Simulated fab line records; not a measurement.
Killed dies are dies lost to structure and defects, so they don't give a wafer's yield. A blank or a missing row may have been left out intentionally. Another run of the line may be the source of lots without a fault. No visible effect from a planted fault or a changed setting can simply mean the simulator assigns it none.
A single fault, viewed from 3 desks | flow nandHarc | numbers are kept per desk, each desk with only its own; the story behind them comes last

AT THE TOOL OWNER'S DESK: pecvd-03
The tool's own readings at NHARC_A_ONON_D1_DEP_33 (deposits SiO2, target thk 200 nm): means of the sampled wafers that have a number, for each lot that ran on this tool. A lot is out of limits, marked OUT, if its mean lies more than 4 standard deviations from the usual mean; the brackets give that distance.
Columns: A = chamberPressureTorr at NHARC_A_ONON_D1_DEP_33, usual 6.500 Torr; B = heaterPowerW at NHARC_A_ONON_D1_DEP_33, usual 512 W; C = throttleValvePct at NHARC_A_ONON_D1_DEP_33, usual 16.3 %
lot  | first seen here | A     | B   | C
L750 | day 8 21:19     | 6.515 | 555 | 15.7
L751 | day 8 21:38     | 6.508 | 512 | 16.7
L755 | day 9 12:46     | 6.513 | 531 | 16.2
L756 | day 10 15:44    | 6.512 | 491 | 17.0
L757 | day 10 21:38    | 6.485 | 581 | 15.7
L760 | day 11 05:18    | 6.499 | 514 | 16.1
L764 | day 12 09:22    | 6.510 | 549 | 16.5
L766 | day 12 17:15    | 6.520 | 504 | 16.5
This desk's finding: nothing out of limits on any of the 8 lots.

FROM THE METROLOGY DESK
Lot by lot, what the gauges showed, no matter which tool ran the lot: averages of those sampled wafers that carry a number. A lot is out of limits, marked OUT, if its mean lies more than 4 standard deviations from the usual mean; the brackets give that distance.
Columns: A = thkNm at NHARC_A_ONON_D1_THK_MEAS_34, usual 199.4 nm
lot  | first seen here | A
L750 | day 8 21:44     | 200.2
L751 | day 8 22:00     | 197.1
L749 | day 8 22:13     | 199.3
L752 | day 9 04:29     | 197.5
L755 | day 9 13:11     | 197.8
L754 | day 9 13:26     | 198.4
L756 | day 10 16:10    | 199.6
L757 | day 10 22:01    | 199.9
L760 | day 11 05:43    | 197.7
L764 | day 12 09:38    | 201.7
L766 | day 12 17:32    | 203.2
L770 | day 13 16:23    | 200.9
This desk's finding: nothing out of limits on any of the 12 lots.

THE DEFECT DESK
Lot by lot, what the route's inspections counted, given as the mean of those sampled wafers with a number. A lot is out of limits, marked OUT, if its mean lies more than 4 standard deviations from the usual mean; the brackets give that distance.
Columns: A = rawDefectCount at NHARC_A_ONON_D1_INSPECT_32, usual 84
lot  | first seen here | A
L750 | day 8 21:47     | 78
L751 | day 8 22:04     | 71
L749 | day 8 22:17     | 89
L752 | day 9 04:34     | 140
L755 | day 9 13:14     | 83
L754 | day 9 13:31     | 103
L756 | day 10 16:13    | 61
L757 | day 10 22:07    | 69
L760 | day 11 05:46    | 74
L764 | day 12 09:44    | 582 (+21) OUT
L766 | day 12 17:36    | 622 (+22) OUT
L770 | day 13 16:26    | 45
Finding of this desk: L764, L766 out of limits; the first was L764 at day 12 09:44, on rawDefectCount at NHARC_A_ONON_D1_INSPECT_32. L750, L751, L749, L752, L755, L754, L756, L757, L760, L770 stayed within limits.

BROUGHT TOGETHER
The defect desk could have raised an alarm at day 12 09:44, on L764, L766.
The desk of the tool owner found nothing out of limits.
The metrology desk saw nothing out of limits.
The tool owner's desk has L764, L766 on record, within its limits.
The metrology desk has L764, L766 on record, within its limits.
NHARC_A_ONON_D1_DEP_33 was run on pecvd-03 by each of the lots named.

WHAT THE SIMULATOR HAD PUT IN
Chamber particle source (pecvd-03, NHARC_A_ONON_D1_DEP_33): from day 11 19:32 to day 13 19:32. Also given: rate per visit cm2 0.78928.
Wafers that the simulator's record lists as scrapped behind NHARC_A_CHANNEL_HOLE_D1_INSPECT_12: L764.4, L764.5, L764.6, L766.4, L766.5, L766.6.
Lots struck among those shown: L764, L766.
Hours from the fault's start to each desk's first reading out of limits: the defect desk, 14.
